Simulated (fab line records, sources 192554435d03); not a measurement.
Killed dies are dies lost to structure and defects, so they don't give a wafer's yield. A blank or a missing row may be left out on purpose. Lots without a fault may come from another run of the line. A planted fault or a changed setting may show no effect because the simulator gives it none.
Chamber matching | flow n5_finfet | N5_BEOL_M4_ETCH_74 on rie_diel-04: 4 sister chambers
The step etches underlayer in N2/H2, target depth 6.5 nm, time 5.2 s. 16 wafers are shown with their chamber, then 8 later ones without.

WAFERS WITH THEIR CHAMBER
wafer  | chamber | drypump_motor_current_A (A) | throttle_valve_pct (%) | showerhead_plenum_p_Torr (Torr)
L078.1 | 2       | 4.8                         | 18.31                  | 2.61
L078.4 | 3       | 5.4                         | 17.42                  | 2.48
L078.6 | 3       | 5.4                         | 17.36                  | 2.48
L079.1 | 2       | 4.8                         | 18.32                  | 2.61
L079.2 | 3       | 5.4                         | 17.41                  | 2.48
L079.3 | 0       | 5.9                         | 17.70                  | 2.51
L081.1 | 0       | 5.9                         | 17.72                  | 2.51
L081.5 | 3       | 5.4                         | 17.42                  | 2.48
L081.6 | 0       | 6.0                         | 17.72                  | 2.51
L083.1 | 2       | 4.8                         | 18.32                  | 2.60
L083.2 | 1       | 5.1                         | 18.16                  | 2.60
L083.5 | 2       | 4.8                         | 18.33                  | 2.61
L084.1 | 3       | 5.4                         | 17.42                  | 2.47
L084.3 | 0       | 5.9                         | 17.75                  | 2.51
L084.4 | 1       | 5.1                         | 18.16                  | 2.60
L089.1 | 3       | 5.4                         | 17.46                  | 2.47

SIGNATURES (means of the wafers above)
reading                  | chamber 0 | chamber 1 | chamber 2 | chamber 3 | scatter within a chamber
drypump_motor_current_A  | 5.925     | 5.100     | 4.800     | 5.400     | 0.025
throttle_valve_pct       | 17.7225   | 18.1600   | 18.3200   | 17.4150   | 0.0235
showerhead_plenum_p_Torr | 2.5100    | 2.6000    | 2.6075    | 2.4767    | 0.00417
Rule: a wafer's distance from a chamber is the root of the sum, over the readings, of the square of ((its reading less the chamber's mean) divided by the reading's scatter). The wafer belongs to the nearest chamber; if the next one is less than 2 further off, it can't be placed. The scatter: the root of (the sum of the squares of (reading less its chamber's mean) over the shown wafers, divided by (wafers less chambers)).

WAFERS WITHOUT THEIR CHAMBER
wafer  | drypump_motor_current_A (A) | throttle_valve_pct (%) | showerhead_plenum_p_Torr (Torr)
L089.2 | 5.9                         | 17.77                  | 2.50
L089.5 | 5.4                         | 17.44                  | 2.47
L090.2 | 4.8                         | 17.83                  | 2.60
L090.4 | 4.8                         | 17.84                  | 2.60
L090.6 | 5.9                         | 17.75                  | 2.50
L091.1 | 5.9                         | 17.77                  | 2.50
L091.2 | 4.8                         | 17.89                  | 2.60
L091.6 | 5.4                         | 17.48                  | 2.47

WHICH CHAMBER EACH WENT THROUGH
wafer  | from the rows above     | in truth
L089.2 | 0                       | 0
L089.5 | 3                       | 3
L090.2 | 1                       | 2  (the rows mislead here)
L090.4 | 1                       | 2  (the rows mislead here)
L090.6 | 0                       | 0
L091.1 | 0                       | 0
L091.2 | can't be placed: 1 or 2 | 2
L091.6 | 3                       | 3
Placed correctly: 5 of 8. Can't be placed from these rows: 1 (the true chamber is among the candidates in 1). Placed wrongly: 2.
